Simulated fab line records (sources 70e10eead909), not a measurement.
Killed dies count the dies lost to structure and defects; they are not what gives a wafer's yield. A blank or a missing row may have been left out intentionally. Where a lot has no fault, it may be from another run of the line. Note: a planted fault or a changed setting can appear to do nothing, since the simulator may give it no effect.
Which tool is to blame?    flow nand-harc    12 lots, 36 wafers sampled, at 4 steps of a route of 1159

WHAT EACH GAUGE READ, for each wafer
Not one reading of a measure or inspect step in the record can be checked against a usual standard deviation.

TOOL THAT RAN EACH LOT (tool first, then ch and the chambers of the sampled wafers, then the start)
lot   NHARC_P_STI_EXPOSE_06             NHARC_P_GATE_DESCUM_31              NHARC_P_GATE_STRIP_108             NHARC_P_GATE_RTA_80
L687  krf-scanner-03 ch 0, day 2 15:57  rie-diel-12 ch 0,1,2, day 4 23:56   rie-diel-08 ch 0,1, day 5 00:33    rtp-anneal-01 ch 0, day 5 20:07
L689  krf-scanner-03 ch 0, day 3 02:44  rie-diel-12 ch 1,2,3, day 5 06:48   rie-diel-12 ch 1,2,3, day 5 07:38  rtp-anneal-01 ch 0, day 6 00:34
L690  krf-scanner-03 ch 0, day 3 07:39  rie-diel-08 ch 0,1, day 5 14:28     rie-diel-12 ch 0,1,3, day 5 15:41  rtp-anneal-02 ch 0, day 6 08:52
L692  krf-scanner-03 ch 0, day 3 17:23  rie-diel-05 ch 0,2,3, day 5 22:37   rie-diel-08 ch 0,2,3, day 5 23:25  rtp-anneal-01 ch 0, day 6 16:25
L701  krf-scanner-03 ch 0, day 5 21:11  rie-diel-12 ch 0,2, day 7 20:29     rie-diel-08 ch 0,2, day 7 21:25    rtp-anneal-02 ch 0, day 8 14:40
L700  krf-scanner-04 ch 0, day 5 21:20  rie-diel-12 ch 0,2,3, day 7 19:49   rie-diel-12 ch 0,2,3, day 7 20:55  rtp-anneal-01 ch 0, day 8 16:06
L702  krf-scanner-03 ch 0, day 6 06:02  rie-diel-12 ch 0,2,3, day 8 09:34   rie-diel-08 ch 0,1,3, day 8 10:13  rtp-anneal-02 ch 0, day 9 03:01
L704  krf-scanner-03 ch 0, day 6 13:22  rie-diel-12 ch 2,3, day 8 18:07     rie-diel-12 ch 1,3, day 8 18:55    rtp-anneal-01 ch 0, day 9 12:31
L703  krf-scanner-02 ch 0, day 6 13:31  rie-diel-12 ch 1,2,3, day 8 17:58   rie-diel-08 ch 0,2, day 8 18:49    rtp-anneal-02 ch 0, day 9 12:21
L705  krf-scanner-04 ch 0, day 7 02:38  rie-diel-08 ch 0,3, day 9 12:47     rie-diel-08 ch 0,1,2, day 9 13:32  rtp-anneal-02 ch 0, day 10 06:46
L707  krf-scanner-03 ch 0, day 7 10:55  rie-diel-08 ch 0,1, day 9 13:06     rie-diel-08 ch 0,3, day 9 13:52    rtp-anneal-01 ch 0, day 10 07:06
L710  krf-scanner-03 ch 0, day 8 04:56  rie-diel-08 ch 0,2,3, day 10 08:54  rie-diel-05 ch 0,3, day 10 09:40   rtp-anneal-02 ch 0, day 11 02:38
- NHARC_P_STI_EXPOSE_06: exposes mask P STI, target cd 200 nm.
- NHARC_P_GATE_DESCUM_31: chemistry O2, time 3 s.
- NHARC_P_GATE_STRIP_108: strips in O2.
- NHARC_P_GATE_RTA_80: time 30 s.

AS READ BY THE TOOLS THEMSELVES (means over the sampled wafers that have a number; for cases with no such wafer, the mark the record gives instead)
NHARC_P_STI_EXPOSE_06. Usual: reticle-temp-C reads 23.01 C (standard deviation 0.089).
lot   tool            reticle-temp-C (C)  flag
L687  krf-scanner-03  23.02               
L689  krf-scanner-03  23.06               
L690  krf-scanner-03  23.15               
L692  krf-scanner-03  22.95               
L701  krf-scanner-03  23.07               
L700  krf-scanner-04  23.06               
L702  krf-scanner-03  23.03               
L704  krf-scanner-03  23.00               
L703  krf-scanner-02  23.06               
L705  krf-scanner-04  22.94               
L707  krf-scanner-03  23.00               
L710  krf-scanner-03  23.03               

NHARC_P_GATE_DESCUM_31. Usual: drypump-motor-current-A 6.0 A, standard deviation 0.44; oes-product-au 1.003 a.u., standard deviation 0.012; rf-vpp-V 57.5 V, standard deviation 0.87; showerhead-plenum-p-Torr 1.85 Torr, standard deviation 0.057; throttle-valve-pct 11.311 %, standard deviation 0.0094.
lot   tool         drypump-motor-current-A (A)  oes-product-au (a.u.)  rf-vpp-V (V)  showerhead-plenum-p-Torr (Torr)  throttle-valve-pct (%)  flag
L687  rie-diel-12  6.0                          1.001                  57.8          1.91                             11.316                  
L689  rie-diel-12  5.9                          1.012                  57.9          1.88                             11.300                  
L690  rie-diel-08  6.1                          0.995                  57.9          1.81                             11.304                  
L692  rie-diel-05  5.7                          1.002                  57.4          1.82                             11.312                  
L701  rie-diel-12  6.2                          0.998                  57.7          1.91                             11.311                  
L700  rie-diel-12  6.1                          1.003                  57.1          1.87                             11.306                  
L702  rie-diel-12  6.1                          1.016                  57.6          1.87                             11.306                  
L704  rie-diel-12  5.7                          1.015                  57.3          1.88                             11.327                  
L703  rie-diel-12  5.9                          1.002                  58.0          1.87                             11.308                  
L705  rie-diel-08  5.9                          0.995                  56.5          1.83                             11.308                  
L707  rie-diel-08  6.0                          0.998                  57.3          1.80                             11.310                  
L710  rie-diel-08  6.0                          1.009                  57.8          1.82                             11.317                  

NHARC_P_GATE_STRIP_108. Usual: drypump-motor-current-A 6.0 A, standard deviation 0.47; oes-product-au 1.003 a.u., standard deviation 0.011; rf-vpp-V 57.6 V, standard deviation 0.83; showerhead-plenum-p-Torr 3.42 Torr, standard deviation 0.1; throttle-valve-pct 17.035 %, standard deviation 0.0092.
lot   tool         drypump-motor-current-A (A)  oes-product-au (a.u.)  rf-vpp-V (V)  showerhead-plenum-p-Torr (Torr)  throttle-valve-pct (%)  flag
L687  rie-diel-08  6.1                          0.998                  58.2          3.36                             17.039                  
L689  rie-diel-12  5.9                          1.008                  58.6          3.46                             17.027                  
L690  rie-diel-12  6.3                          1.014                  57.2          3.44                             17.044                  
L692  rie-diel-08  6.0                          1.001                  56.4          3.39                             17.033                  
L701  rie-diel-08  5.9                          1.004                  57.3          3.33                             17.034                  
L700  rie-diel-12  6.1                          1.008                  57.7          3.46                             17.035                  
L702  rie-diel-08  6.2                          1.002                  57.6          3.39                             17.036                  
L704  rie-diel-12  6.2                          1.007                  57.4          3.37                             17.030                  
L703  rie-diel-08  6.0                          1.000                  57.1          3.31                             17.050                  
L705  rie-diel-08  6.1                          1.005                  57.0          3.32                             17.038                  
L707  rie-diel-08  5.9                          1.006                  57.3          3.39                             17.047                  
L710  rie-diel-05  5.5                          1.004                  57.9          3.37                             17.036                  

NHARC_P_GATE_RTA_80. Usual: anneal-temp-c-max 301.0, standard deviation 0.37; wafer_temp_C_max 301.4, standard deviation 0.32.
lot   tool           anneal-temp-c-max  wafer_temp_C_max  flag
L687  rtp-anneal-01  301.6              301.5             
L689  rtp-anneal-01  301.5              301.2             
L690  rtp-anneal-02  300.8              301.6             
L692  rtp-anneal-01  301.3              301.5             
L701  rtp-anneal-02  300.7              301.6             
L700  rtp-anneal-01  301.4              301.0             
L702  rtp-anneal-02  301.0              301.2             
L704  rtp-anneal-01  301.1              301.1             
L703  rtp-anneal-02  300.6              301.3             
L705  rtp-anneal-02  300.8              302.0             
L707  rtp-anneal-01  301.5              301.2             
L710  rtp-anneal-02  300.9              301.3             

THE ANSWER, worked out from the rows above alone
Rule: a lot is off if the mean of its wafers that have a number lies more than 3 standard deviations from the usual mean. A lot without any number at a reading at which 4 lots or more have one is off too. The other lots that the step has rows for count as sound. After the gauges, taken in route order, come the tools' own readings; for these a lot's mean is taken, as printed above. At the first step where some lot is off, the reading lying furthest off is the one used; lots without a number count as furthest.
Nothing can be told from this: no lot is off at any reading shown.

WHAT THE SIMULATOR PUT IN
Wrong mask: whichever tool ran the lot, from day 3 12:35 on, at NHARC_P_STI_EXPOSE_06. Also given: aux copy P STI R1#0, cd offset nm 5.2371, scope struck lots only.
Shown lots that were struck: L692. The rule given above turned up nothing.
